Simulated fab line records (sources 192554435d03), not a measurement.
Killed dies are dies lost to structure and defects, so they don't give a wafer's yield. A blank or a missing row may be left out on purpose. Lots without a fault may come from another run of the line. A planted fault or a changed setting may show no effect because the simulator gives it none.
fab line records    flow n5Finfet
record: lots: 8  wafers: 24  lastDay: 18
route steps=1938 shown BEOL_M2@879 BEOL_M4@1111 PASSIVATION@1936
lots that met no fault: from a run of the same line without faults
startH: the number of hours between the record's first day and the start of the first shown wafer of the lot    waitH: hours from the lot's prior step to this one    " same as the row above    L1.1+2: a single row standing in for several wafers    - no value, or no start was given    * or withheld: withheld    < > ~ a bound
route shown NAME@n: NAME is a module with steps in the file, n the number in the route of the first one    usual: mean and standard deviation over wafers with no fault    same: alike in all rows    chamber/n: place in a boat    sites: each site's reading    _std_site: standard deviation of those values    _edge_site: outer sites' mean less inner sites'    radiusMm: for every site, how far away it sits from the centre of the wafer    mask NAME#n: copy n    behind: the most recent tool/chamber to have shaped the wafer    hold: why the lot was held/for how many hours/how that ended    device: which transistor (n, p or np) failed to switch    end of line: tests run on the same wafers once the route is complete    a step with no rows: only its recipe    killed: count of dies lost to structure and defects at first sort (not the wafer's yield)    map: the dies of a wafer, with x for killed, . for not killed, _ for no die there
set.NAME: the setting the step ran with; set.NAME@STEP: the setting that earlier step ran with    model.NAME: the simulator's own value behind a step, which no gauge read
route steps across a sampled set of lots; one table per step, one row per wafer
services: from which hour (startH, from the record's first day; less than 0 if before it) a tool's chamber was out of use, for how many hours, and why
== steps ==
step: N5_BEOL_M2_DESCUM_33
recipe: chemistry: O2  timeS: 7  sourcePowerW: 50  biasPowerW: 20  pressureMtorr: 20  rfFrequencyHz: 2.712e+07  tempC: 40  resist: CAR-EUV  o2FlowSccm: 225
usual: drypumpMotorCurrentA: 5.6/0.47  oesProductAu: 0.83/0.1  rfVppV: 243.0/1.5  showerheadPlenumPTorr: 2.08/0.083  throttleValvePct: 20.35/0.22
lot.wafer  tool        chamber  startH  waitH  drypumpMotorCurrentA  oesProductAu  rfHoursCounterH  rfVppV  showerheadPlenumPTorr  throttleValvePct
L693.1     rieDiel-01  2        181.99  0.0    5.1                   1.00          1                243.2   2.06                   19.92
L693.4     "           1        "       "      6.7                   0.96          8                243.3   2.05                   20.43
L693.6     "           2        "       "      5.1                   1.00          -                242.1   2.06                   19.92
L692.2     rieDiel-01  1        182.24  0.0    6.7                   0.95          8                242.8   2.05                   20.45
L692.3     "           0        "       "      6.0                   0.77          126              242.6   2.08                   20.26
L692.6     "           1        "       "      6.7                   0.96          -                241.9   2.05                   20.44
L695.2     rieDiel-02  3        193.35  0.0    6.5                   0.68          213              241.8   1.96                   20.04
L695.5     "           1        "       "      5.4                   0.66          -                240.4   1.97                   20.45
L695.6     "           2        "       "      5.4                   0.95          -                246.0   2.24                   20.34
L698.1     rieDiel-01  2        215.37  0.0    5.1                   0.96          11               241.9   2.06                   19.92
L698.5     "           1        "       "      6.7                   0.94          -                241.5   2.05                   20.45
L698.6     "           2        "       "      5.1                   0.97          -                242.8   2.06                   19.93
L707.2     rieDiel-02  0        258.70  0.0    5.6                   0.70          217              242.3   1.99                   20.57
L707.3     "           3        "       "      6.6                   0.66          240              241.4   1.95                   20.09
L707.4     "           1        "       "      5.3                   0.97          3                245.5   2.23                   20.13
L706.2     rieDiel-06  0        262.87  0.0    5.6                   0.91          33               244.7   2.23                   20.33
L706.4     "           3        "       "      5.3                   0.88          46               243.4   2.05                   20.11
L706.5     "           2        "       "      5.5                   0.82          -                244.1   2.11                   20.72
L705.1     rieDiel-01  2        270.36  0.0    5.1                   0.92          32               243.4   2.05                   19.95
L705.4     "           1        "       "      6.7                   0.89          38               243.6   2.04                   20.48
L705.5     "           0        "       "      6.0                   0.75          -                243.2   2.07                   20.31
L708.2     rieDiel-06  0        275.02  0.0    5.5                   0.90          37               245.6   2.23                   20.34
L708.3     "           3        "       "      5.3                   0.87          49               242.0   2.05                   20.12
L708.6     "           3        "       "      5.3                   0.87          -                241.9   2.05                   20.11
step: N5_BEOL_M2_ETCH_69
recipe: chemistry: CF4  target: SiARC  targetDepthA: 156  maskMaterial: CAR-EUV  timeS: 26  ionEnergyEv: 80  pressureMtorr: 40  sourceW: 545  biasW: 36  Ar_flow_sccm: 100  cf4FlowSccm: 100  ends: cleared
usual: drypumpMotorCurrentA: 5.6/0.47  etchRfOnTimeS: 26.0/0.72  oesProductAu: 0.70/0.09  rfFwdPowerW: 532.9/2.2  rfVppV: 183.8/1.2  showerheadPlenumPTorr: 2.13/0.076  throttleValvePct: 15.53/0.22
lot.wafer  tool        chamber  startH  waitH  drypumpMotorCurrentA  etchRfOnTimeS  oesProductAu  rfFwdPowerW  rfHoursCounterH  rfVppV  showerheadPlenumPTorr  throttleValvePct
L693.1     rieDiel-01  2        182.04  0.0    5.1                   25.9           0.85          536.3        1                184.6   2.11                   15.10
L693.4     "           1        "       "      6.7                   25.5           0.82          531.0        8                185.2   2.10                   15.57
L693.6     "           2        "       "      5.1                   25.9           0.85          536.4        -                183.8   2.11                   15.07
L692.2     rieDiel-01  1        182.29  0.0    6.7                   25.3           0.82          528.9        8                185.2   2.10                   15.56
L692.3     "           0        "       "      6.0                   26.9           0.66          533.6        126              183.5   2.16                   15.59
L692.6     "           1        "       "      6.7                   25.4           0.82          533.1        -                183.9   2.10                   15.56
L695.2     rieDiel-02  3        193.40  0.0    6.5                   25.9           0.59          533.1        213              182.3   2.04                   15.48
L695.5     "           1        "       "      5.3                   27.5           0.57          535.4        -                182.5   2.04                   15.80
L695.6     "           2        "       "      5.4                   26.1           0.80          534.7        -                185.8   2.27                   15.43
L698.1     rieDiel-01  2        215.42  0.0    5.1                   25.6           0.82          532.2        11               185.5   2.10                   15.10
L698.5     "           1        "       "      6.7                   25.5           0.79          531.0        -                183.9   2.10                   15.60
L698.6     "           2        "       "      5.2                   25.5           0.82          534.7        -                184.2   2.10                   15.11
L707.2     rieDiel-02  0        258.75  0.0    5.6                   26.1           0.60          537.8        217              182.0   2.03                   15.75
L707.3     "           3        "       "      6.5                   26.0           0.58          532.1        240              181.4   2.03                   15.53
L707.4     "           1        "       "      5.3                   27.4           0.81          531.8        3                185.2   2.29                   15.32
L706.2     rieDiel-06  0        262.92  0.0    5.6                   25.4           0.77          533.0        33               186.5   2.26                   15.38
L706.4     "           3        "       "      5.3                   25.1           0.75          530.1        46               182.8   2.09                   15.22
L706.5     "           2        "       "      5.5                   25.8           0.70          531.6        -                184.3   2.15                   15.83
L705.1     rieDiel-01  2        270.41  0.0    5.1                   25.4           0.77          536.5        32               183.7   2.10                   15.14
L705.4     "           1        "       "      6.7                   25.4           0.76          530.9        38               183.5   2.09                   15.62
L705.5     "           0        "       "      5.9                   27.1           0.63          530.5        -                184.1   2.15                   15.65
L708.2     rieDiel-06  0        275.07  0.0    5.5                   25.5           0.78          532.4        37               185.3   2.26                   15.41
L708.3     "           3        "       "      5.2                   25.3           0.74          532.9        49               182.4   2.09                   15.23
L708.6     "           3        "       "      5.2                   25.0           0.75          530.2        -                183.2   2.09                   15.23
step: N5_BEOL_M2_ETCH_70
recipe: chemistry: N2/H2  target: SOC  targetDepthA: 800  overetchA: 240  maskMaterial: SiARC  tempC: 40  timeS: 130  ionEnergyEv: 200  pressureMtorr: 30  sourceW: 840  biasW: 150  n2FlowSccm: 200  h2FlowSccm: 200
usual: drypumpMotorCurrentA: 5.7/0.52  oesProductAu: 0.61/0.072  rfFwdPowerW: 836/3.3  rfVppV: 523.1/2.7  showerheadPlenumPTorr: 2.52/0.097  throttleValvePct: 17.73/0.21
lot.wafer  tool        chamber  startH  waitH  drypumpMotorCurrentA  oesProductAu  rfFwdPowerW  rfHoursCounterH  rfVppV  showerheadPlenumPTorr  throttleValvePct
L693.1     rieDiel-01  2        186.42  0.0    5.1                   0.72          839          1                521.6   2.50                   17.32
L693.4     "           3        "       "      6.1                   0.67          840          19               522.7   2.49                   17.72
L693.6     "           2        "       "      5.1                   0.73          839          -                523.1   2.50                   17.32
L692.2     rieDiel-02  3        186.55  0.0    6.5                   0.51          842          211              520.4   2.44                   17.82
L692.3     "           1        "       "      5.4                   0.50          835          239              520.4   2.39                   17.81
L692.6     "           1        "       "      5.3                   0.50          838          -                520.3   2.39                   17.83
L695.2     rieDiel-01  1        196.06  0.0    6.7                   0.68          829          12               521.6   2.49                   17.79
L695.5     "           0        "       "      6.0                   0.57          832          -                522.8   2.54                   17.74
L695.6     "           1        "       "      6.7                   0.69          831          -                522.0   2.49                   17.80
L698.1     rieDiel-01  3        216.30  0.0    6.1                   0.65          834          28               522.3   2.49                   17.72
L698.5     "           2        "       "      5.1                   0.70          841          -                522.4   2.49                   17.34
L698.6     "           1        "       "      6.7                   0.67          829          -                522.7   2.49                   17.82
L707.2     rieDiel-02  1        268.58  0.0    5.4                   0.71          836          6                528.7   2.70                   17.42
L707.3     "           3        "       "      6.6                   0.49          834          243              518.5   2.42                   17.88
L707.4     "           0        "       "      5.6                   0.51          844          218              520.6   2.41                   18.02
L706.2     rieDiel-01  2        268.67  0.0    5.1                   0.67          834          31               523.6   2.48                   17.37
L706.4     "           1        "       "      6.7                   0.65          832          38               524.1   2.48                   17.85
L706.5     "           0        "       "      6.0                   0.56          838          -                522.7   2.53                   17.79
L705.1     rieDiel-06  0        277.39  0.0    5.5                   0.65          834          37               528.2   2.71                   17.78
L705.4     "           2        "       "      5.5                   0.60          835          89               521.7   2.57                   18.05
L705.5     "           2        "       "      5.5                   0.60          833          -                525.1   2.57                   18.05
L708.2     rieDiel-01  1        286.69  0.0    6.7                   0.63          837          44               523.0   2.48                   17.87
L708.3     "           2        "       "      5.2                   0.65          836          38               521.6   2.48                   17.39
L708.6     "           1        "       "      6.7                   0.63          837          -                523.1   2.48                   17.87
step: N5_BEOL_M2_TRENCH_ETCH_37
recipe: chemistry: C4F6/O2  targetDepthA: 555.55  target: SiOC  timeS: 29.2  ionEnergyEv: 250  pressureMtorr: 30  sourceW: 355  biasW: 185  Ar_flow_sccm: 300  C4F6_flow_sccm: 10  O2_flow_sccm: 10
usual: drypumpMotorCurrentA: 5.7/0.52  oes_f_703_au: 0.83/0.11  oesProductAu: 0.83/0.1  rfFwdPowerW: 350.4/2.1  rfVppV: 659/11  showerheadPlenumPTorr: 2.82/0.11  throttleValvePct: 20.77/0.22
lot.wafer  tool        chamber  startH  waitH  drypumpMotorCurrentA  oes_f_703_au  oesProductAu  rfFwdPowerW  rfHoursCounterH  rfVppV  showerheadPlenumPTorr  throttleValvePct
L693.1     rieDiel-01  2        186.63  -      5.1                   1.02          1.00          350.2        1                673     2.80                   20.31
L693.4     "           3        "       "      6.1                   0.91          0.91          351.1        19               658     2.81                   20.95
L693.6     "           2        "       "      5.1                   1.00          0.99          350.8        -                674     2.80                   20.31
L692.2     rieDiel-02  3        186.76  -      6.6                   0.70          0.69          351.9        211              654     2.70                   20.56
L692.3     "           1        "       "      5.4                   0.64          0.67          351.5        239              662     2.71                   21.01
L692.6     "           1        "       "      5.4                   0.66          0.67          350.9        -                662     2.71                   20.99
L695.2     rieDiel-01  1        196.27  -      6.7                   0.74          0.90          282.0        12               724     2.79                   20.86
L695.5     "           0        "       "      6.0                   0.59          0.72          288.3        -                722     2.87                   20.94
L695.6     "           1        "       "      6.7                   0.73          0.89          281.5        -                726     2.79                   20.88
L698.1     rieDiel-01  3        216.51  -      6.1                   0.71          0.85          286.1        28               728     2.81                   20.94
L698.5     "           2        "       "      5.2                   0.77          0.91          289.3        -                745     2.79                   20.33
L698.6     "           1        "       "      6.7                   0.73          0.89          281.1        -                726     2.79                   20.88
L707.2     rieDiel-02  1        268.78  -      5.4                   0.92          0.94          351.1        7                672     3.04                   20.68
L707.3     "           3        "       "      6.6                   0.68          0.66          351.1        243              653     2.68                   20.63
L707.4     "           0        "       "      5.6                   0.72          0.70          351.3        218              644     2.68                   20.87
L706.2     rieDiel-01  2        268.87  -      5.1                   0.92          0.91          351.4        31               674     2.78                   20.36
L706.4     "           1        "       "      6.8                   0.88          0.89          348.1        38               653     2.78                   20.92
L706.5     "           0        "       "      6.0                   0.73          0.76          351.3        -                651     2.86                   20.97
L705.1     rieDiel-06  0        277.59  -      5.5                   0.92          0.90          348.7        37               641     3.00                   20.69
L705.4     "           2        "       "      5.5                   0.81          0.82          353.5        89               663     2.85                   21.07
L705.5     "           2        "       "      5.5                   0.81          0.81          351.5        -                662     2.85                   21.07
L708.2     rieDiel-01  1        286.90  -      6.7                   0.86          0.86          347.4        44               656     2.77                   20.92
L708.3     "           2        "       "      5.1                   0.91          0.89          352.8        38               674     2.78                   20.37
L708.6     "           1        "       "      6.7                   0.87          0.86          348.6        -                655     2.77                   20.93
step: N5_BEOL_M2_OCD_MEAS_38
usual: trenchDepthNm: 55.4/1.2
lot.wafer  tool    chamber  startH  waitH  trenchDepthNm
L693.1     ocd-02  -        186.78  -      55.9
L693.4     "       -        "       "      56.4
L693.6     "       -        "       "      55.7
L692.2     ocd-01  -        186.91  -      55.4
L692.3     "       -        "       "      53.7
L692.6     "       -        "       "      54.0
L695.2     ocd-01  -        196.43  -      52.1
L695.5     "       -        "       "      49.4
L695.6     "       -        "       "      52.0
L698.1     ocd-02  -        216.66  -      51.4
L698.5     "       -        "       "      52.1
L698.6     "       -        "       "      52.7
L707.2     ocd-02  -        268.94  -      54.3
L707.3     "       -        "       "      55.0
L707.4     "       -        "       "      54.2
L706.2     ocd-02  -        269.03  -      56.5
L706.4     "       -        "       "      57.5
L706.5     "       -        "       "      54.2
L705.1     ocd-01  -        277.75  -      55.9
L705.4     "       -        "       "      56.1
L705.5     "       -        "       "      54.8
L708.2     ocd-02  -        287.05  -      55.5
L708.3     "       -        "       "      55.8
L708.6     "       -        "       "      55.4
step: N5_BEOL_M4_RC_MEAS_101
usual: DIBL_N: 36.2/1.6  DIBL_P: 36.1/2  IOFF_N: 0.16/0.032  IOFF_P: 0.22/0.036  ION_N: 672/11  ION_P: 463/7.5  SS_N: 71.4/0.58  SS_P: 73.2/0.67  VT_N: 250/3.3  VT_P: -250/3.3
lot.wafer  tool       chamber  startH  waitH  DIBL_N[mV/V]  DIBL_P[mV/V]  IOFF_N[nA/um]  IOFF_P[nA/um]  ION_N[uA/um]  ION_P[uA/um]  SS_N[mV/dec]  SS_P[mV/dec]  VT_N[mV]  VT_P[mV]
L693.1     prober-02  0        213.45  0.0    34.3          33.8          0.13           0.17           659           452           71.4          72.2          255       -256
L693.4     "          0        "       "      33.2          33.0          0.12           0.15           648           440           70.8          72.7          257       -258
L693.6     "          0        "       "      35.8          37.2          0.16           0.22           670           458           71.2          73.9          249       -252
L692.2     prober-02  0        217.83  0.2    36.2          36.8          0.15           0.20           654           455           72.1          73.0          252       -251
L692.3     "          0        "       "      35.3          34.3          0.12           0.17           665           461           71.8          72.3          255       -253
L692.6     "          0        "       "      37.4          39.0          0.18           0.23           671           458           71.7          74.2          248       -250
L695.2     prober-02  0        224.69  0.2    37.7          37.1          0.17           0.24           675           471           71.8          73.0          247       -246
L695.5     "          0        "       "      37.3          38.2          0.16           0.26           678           471           71.5          74.0          248       -245
L695.6     "          0        "       "      37.0          38.0          0.16           0.24           682           466           71.5          72.8          249       -246
L698.1     prober-02  0        246.98  0.0    33.7          33.0          0.12           0.19           657           461           70.5          72.0          252       -246
L698.5     "          0        "       "      35.4          35.0          0.15           0.23           681           468           71.2          72.8          250       -245
L698.6     "          0        "       "      36.2          35.8          0.18           0.23           686           474           71.4          73.0          247       -244
L707.2     prober-02  0        294.98  0.2    33.0          30.8          0.11           0.15           649           449           71.1          72.6          257       -254
L707.3     "          0        "       "      38.4          38.8          0.20           0.27           676           463           71.9          74.0          248       -244
L707.4     "          0        "       "      35.4          34.2          0.13           0.19           670           463           71.2          72.6          251       -249
L706.2     prober-02  0        305.23  0.2    40.5          38.1          0.21           0.27           666           462           71.8          73.7          246       -247
L706.4     "          0        "       "      37.6          34.2          0.15           0.20           660           462           71.4          72.6          250       -250
L706.5     "          0        "       "      38.3          34.9          0.16           0.20           653           457           71.7          72.8          251       -250
L705.1     prober-02  0        317.33  0.0    35.7          34.4          0.15           0.18           675           458           71.3          73.4          250       -255
L705.4     "          0        "       "      35.1          34.1          0.15           0.17           665           449           71.9          73.3          252       -251
L705.5     "          0        "       "      36.1          35.5          0.16           0.19           679           455           71.9          73.0          249       -251
L708.2     prober-02  0        323.01  0.2    33.9          34.4          0.12           0.17           661           464           70.6          71.7          254       -253
L708.3     "          0        "       "      35.4          37.0          0.14           0.20           679           466           70.3          72.9          253       -249
L708.6     "          0        "       "      34.7          36.1          0.13           0.19           669           466           70.5          72.2          254       -252
step: N5_PASSIVATION_PROBE_49
usual: defectLimitedYield: 91.4/1.3  killed_at_M0_to_M3: 34/10  killed_at_M4_up: 14/5.6  killedAtContacts: 13/5.9  killedAtFrontEnd: 37/9.9  killedAtOther: 3.5/2.8  killedDies: 101/15  killedOpen: 67/12  killedShort: 32/6.6  sort_bin_5_function: 5.0/0.81  sort_bin_6_memory: 3.2/0.66  sortNPass: 1079/15  sortYieldPct: 91.4/1.3
same: grossDies: 1180  killedAtBackSide: 0  sort_bin_4_leakage[%]: 0  sort_bin_8_speed[%]: 0
lot.wafer  tool       chamber  startH  waitH  defectLimitedYield[%]  killed_at_M0_to_M3  killed_at_M4_up  killedAtContacts  killedAtFrontEnd  killedAtOther  killedDies  killedOpen  killedShort  sort_bin_5_function[%]  sort_bin_6_memory[%]  sortNPass  sortYieldPct[%]
L698.1     prober-01  -        352.87  0.0    91.3                   35                  16               16                33                3              103         72          28           5.6                     2.7                   1077       91.3
L698.5     prober-01  -        353.07  0.2    92.0                   18                  35               6                 33                2              94          65          29           5.1                     2.5                   1086       92.0
L698.6     prober-01  -        353.12  0.3    92.0                   13                  17               7                 54                3              94          66          27           4.1                     3.6                   1086       92.0
L707.2     prober-01  -        397.32  0.1    90.0                   52                  27               4                 29                6              118         86          31           5.5                     4.4                   1062       90.0
L707.3     prober-01  -        397.37  0.1    92.5                   32                  13               13                28                3              89          50          39           4.6                     2.5                   1091       92.5
L707.4     prober-01  -        397.42  0.2    91.1                   50                  13               6                 33                3              105         76          29           5.4                     3.3                   1075       91.1
L705.1     prober-02  -        418.65  0.6    89.9                   29                  20               19                47                4              119         81          36           6.0                     3.6                   1061       89.9
L705.4     prober-02  -        418.80  0.7    93.5                   26                  15               10                20                6              77          42          34           4.2                     2.2                   1103       93.5
L705.5     prober-02  -        418.85  0.8    90.4                   37                  23               13                38                2              113         82          28           5.8                     3.5                   1067       90.4
L708.2     prober-02  -        423.61  0.1    90.8                   44                  10               9                 42                4              109         72          37           5.7                     3.3                   1071       90.8
L708.3     prober-02  -        423.66  0.1    91.2                   26                  15               15                43                5              104         68          35           4.8                     3.7                   1076       91.2
L708.6     prober-02  -        423.81  0.3    92.1                   39                  19               10                24                1              93          55          38           4.7                     3.1                   1087       92.1
killed by level:class
L698.1 MOL_CONTACT_COAG:geometricParticle:open=14 STI_FIN_REVEAL:geometricParticle:open=12 FIN_SAQP:geometricParticle:open=9 BEOL_M2:geometricParticle:open=7 BEOL_M4:geometricParticle:open=7 BEOL_M3:geometricParticle:short=5 BEOL_M1:geometricParticle:open=5 BEOL_M0_SAQP:geometricParticle:short=4
L698.5 BEOL_M4:geometricParticle:open=16 STI_FIN_REVEAL:geometricParticle:open=10 BEOL_M5:geometricParticle:open=9 DUMMY_GATE:geometricParticle:open=7 BEOL_M0_SAQP:geometricParticle:open=7 BEOL_M0_SAQP:geometricParticle:short=6 FIN_SAQP:geometricParticle:short=4 MOL_CONTACT_COAG:geometricParticle:open=4
L698.6 FIN_SAQP:geometricParticle:open=18 STI_FIN_REVEAL:geometricParticle:open=13 FIN_SAQP:geometricParticle:short=8 BEOL_M4:geometricParticle:open=6 BEOL_M1:geometricParticle:open=5 MOL_CONTACT_COAG:geometricParticle:open=4 BEOL_M6:geometricParticle:open=4 DUMMY_GATE:geometricParticle:open=3
L707.2 BEOL_M0_SAQP:geometricParticle:open=14 BEOL_M4:geometricParticle:open=13 BEOL_M0_SAQP:geometricParticle:short=10 BEOL_M0:geometricParticle:open=9 BEOL_M3:geometricParticle:open=9 FIN_SAQP:geometricParticle:open=5 STI_FIN_REVEAL:geometricParticle:open=5 GATE_CUT:geometricParticle:short=4
L707.3 GATE_CUT:geometricParticle:short=9 BEOL_M0_SAQP:geometricParticle:short=8 BEOL_M4:geometricParticle:open=8 MOL_CONTACT_COAG:geometricParticle:open=7 MOL_CONTACT_COAG:geometricParticle:short=6 BEOL_M2:geometricParticle:open=5 BEOL_M0_SAQP:geometricParticle:open=4 BEOL_M1:geometricParticle:short=4
L707.4 BEOL_M3:geometricParticle:open=11 BEOL_M0_SAQP:geometricParticle:open=10 BEOL_M0_SAQP:geometricParticle:short=8 BEOL_M4:geometricParticle:open=8 BEOL_M2:geometricParticle:open=8 FIN_SAQP:geometricParticle:open=7 STI_FIN_REVEAL:geometricParticle:open=5 GATE_CUT:geometricParticle:short=5
L705.1 MOL_CONTACT_COAG:geometricParticle:open=15 STI_FIN_REVEAL:geometricParticle:open=14 BEOL_M3:geometricParticle:open=8 BEOL_M0_SAQP:geometricParticle:short=7 FIN_SAQP:geometricParticle:short=5 FIN_SAQP:geometricParticle:open=5 DUMMY_GATE:geometricParticle:open=5 BEOL_M6:geometricParticle:open=5
L705.4 BEOL_M0_SAQP:geometricParticle:short=14 MOL_CONTACT_COAG:geometricParticle:open=8 BEOL_M4:geometricParticle:open=8 STI_FIN_REVEAL:geometricParticle:open=4 BEOL_M0_SAQP:geometricParticle:open=4 BEOL_M2:geometricParticle:open=4 ILD0:geometricParticle:short=3 STARTING-WAFER:geometricParticle:short=3
L705.5 STI_FIN_REVEAL:geometricParticle:open=13 MOL_CONTACT_COAG:geometricParticle:open=11 BEOL_M2:geometricParticle:open=10 BEOL_M3:geometricParticle:open=9 BEOL_M0_SAQP:geometricParticle:open=6 BEOL_M4:geometricParticle:open=6 FIN_SAQP:geometricParticle:open=5 BEOL_M0_SAQP:geometricParticle:short=5
L708.2 FIN_SAQP:geometricParticle:open=14 BEOL_M0_SAQP:geometricParticle:open=12 BEOL_M0_SAQP:geometricParticle:short=10 MOL_CONTACT_COAG:geometricParticle:open=8 BEOL_M1:geometricParticle:open=7 GATE_CUT:geometricParticle:short=5 BEOL_M2:geometricParticle:open=5 BEOL_M3:geometricParticle:open=5
L708.3 MOL_CONTACT_COAG:geometricParticle:open=13 STI_FIN_REVEAL:geometricParticle:open=10 FIN_SAQP:geometricParticle:open=9 DUMMY_GATE:geometricParticle:open=6 BEOL_M0_SAQP:geometricParticle:short=6 FIN_SAQP:geometricParticle:short=4 BEOL_M0_SAQP:geometricParticle:open=4 BEOL_M1:geometricParticle:open=4
L708.6 BEOL_M0_SAQP:geometricParticle:short=11 MOL_CONTACT_COAG:geometricParticle:open=8 BEOL_M3:geometricParticle:open=8 BEOL_M1:geometricParticle:open=6 FIN_SAQP:geometricParticle:open=5 FIN_SAQP:geometricParticle:short=5 GATE_CUT:geometricParticle:short=5 BEOL_M0_SAQP:geometricParticle:open=4
== services ==
tool        chamber  startH  hours  kind
rieDiel-01  2        162.14  -      clean
rieDiel-01  2        162.14  -      consumableReplace:focusRing
rieDiel-01  2        162.14  15.7   scheduledDown
rieDiel-01  2        162.14  15.7   ventCycle
rieDiel-02  1        209.60  1.2    repair
rieDiel-06  2        212.80  6.6    repair
rieDiel-02  1        219.98  -      clean
rieDiel-02  1        219.98  -      consumableReplace:focusRing
rieDiel-02  1        219.98  -      consumableReplace:showerhead
rieDiel-02  1        219.98  28.3   scheduledDown
rieDiel-02  1        219.98  28.3   ventCycle
rieDiel-01  0        231.78  6.0    repair
rieDiel-02  0        262.90  4.5    repair
== key ==
firstSign: step: N5_BEOL_M2_TRENCH_ETCH_37  reading: rfFwdPowerW  direction: down  sigmas: 32  usual: *  struck: *
effect: step: N5_BEOL_M2_TRENCH_ETCH_37  reading: rfVppV  direction: up  sigmas: 6.4  usual: 659  struck: 729
effect: step: N5_BEOL_M2_OCD_MEAS_38  reading: trenchDepthNm  direction: down  sigmas: 3.2  usual: 55.4  struck: 51.6
metAt N5_BEOL_M2_TRENCH_ETCH_37
struckLots L695,L698
notActingAt N5_BEOL_M2_DESCUM_33,N5_BEOL_M2_ETCH_69,N5_BEOL_M2_ETCH_70
onsetBetween 186.63 196.27
fault: kind: processParameterDrift  tool: rieDiel-01  chamber: -  onsetH: 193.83  steps: N5_BEOL_M2_TRENCH_ETCH_37  channel: sourceW  offset: -63.9  shape: step  endH: 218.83  actsIn: theseRecipesOnly  stated: 355
